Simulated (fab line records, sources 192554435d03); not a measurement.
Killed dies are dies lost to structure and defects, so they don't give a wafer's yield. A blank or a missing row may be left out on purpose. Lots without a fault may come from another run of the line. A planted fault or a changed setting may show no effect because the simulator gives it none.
Chamber matching | flow n5_finfet | N5_BEOL_M5_DESCUM_33 on rie_diel-03: 4 sister chambers
The step chemistry O2, time 7 s. 4 wafers are shown with their chamber, then 7 later ones without.

WAFERS WITH THEIR CHAMBER
wafer  | chamber | drypump_motor_current_A (A)
L283.2 | 0       | 5.3
L283.5 | 1       | 4.8
L290.2 | 2       | 5.7
L290.4 | 3       | 6.7

WAFERS WITHOUT THEIR CHAMBER
wafer  | drypump_motor_current_A (A)
L290.6 | 6.6
L297.1 | 5.3
L297.4 | 4.8
L297.5 | 6.7
L296.1 | 6.6
L296.2 | 5.8
L296.4 | 4.8

WHICH CHAMBER EACH WENT THROUGH
wafer  | from the rows above | in truth
L290.6 | 3                   | 3
L297.1 | 0                   | 0
L297.4 | 1                   | 1
L297.5 | 3                   | 3
L296.1 | 3                   | 3
L296.2 | 2                   | 2
L296.4 | 1                   | 1
Placed correctly: 7 of 7. Can't be placed from these rows: 0. Placed wrongly: 0.
How it was worked out, from the rows above alone: a wafer's distance from a chamber is the root of the sum, over the readings, of the square of ((its reading less the chamber's mean) divided by the reading's scatter). The wafer belongs to the nearest chamber; if the next one is less than 2 further off, it can't be placed. A chamber's mean is the mean of its shown wafers. The scatter: with one shown wafer a chamber, the root of the mean of the squares of how far each hidden wafer lies from its nearest shown one.
